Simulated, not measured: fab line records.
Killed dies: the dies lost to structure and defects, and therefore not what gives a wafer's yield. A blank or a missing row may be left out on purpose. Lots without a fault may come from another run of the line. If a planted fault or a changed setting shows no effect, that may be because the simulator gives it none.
Matching of chambers | flow n5Finfet | 4 sister chambers for N5_BEOL_M10_DESCUM_16 on rieDiel-04
The step chemistry O2, time 7.9 s. 8 wafers are shown with their chamber, then 8 later ones without.

WAFERS WITH THEIR CHAMBER
wafer  | chamber | drypumpMotorCurrentA (A) | throttleValvePct (%)
L078.5 | 1       | 5.5                      | 20.62
L084.1 | 2       | 5.1                      | 20.14
L087.3 | 0       | 6.3                      | 20.00
L087.6 | 3       | 5.5                      | 20.50
L088.1 | 1       | 5.5                      | 20.67
L088.3 | 2       | 5.1                      | 20.15
L088.4 | 3       | 5.5                      | 20.47
L094.1 | 0       | 6.2                      | 20.03

WAFERS WHOSE CHAMBER IS MISSING
wafer  | drypumpMotorCurrentA (A) | throttleValvePct (%)
L094.2 | 5.5                      | 20.27
L094.6 | 5.5                      | 20.53
L096.2 | 5.5                      | 20.51
L096.4 | 5.2                      | 20.18
L096.5 | 6.2                      | 20.02
L093.3 | 5.5                      | 20.51
L093.4 | 5.1                      | 20.17
L093.6 | 5.1                      | 20.16

EACH ONE'S CHAMBER
wafer  | from the rows above | in truth
L094.2 | 3                   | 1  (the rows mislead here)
L094.6 | 3                   | 3
L096.2 | 3                   | 3
L096.4 | 2                   | 2
L096.5 | 0                   | 0
L093.3 | 3                   | 3
L093.4 | 2                   | 2
L093.6 | 2                   | 2
Correctly placed: 7 of 8. Not placeable from these rows: 0. Wrongly placed: 1.
How it was worked out, from the rows above alone: a wafer's distance from a chamber is the root of the sum, over the readings, of the square of ((its reading less the chamber's mean) divided by the reading's scatter). If the next closest chamber is less than 2 further off than the closest, the wafer can't be placed; otherwise it belongs to the closest. For every chamber, the mean is computed from those of its wafers that are shown. The scatter: the root of (the sum of the squares of (reading less its chamber's mean) over the shown wafers, divided by (wafers less chambers)).
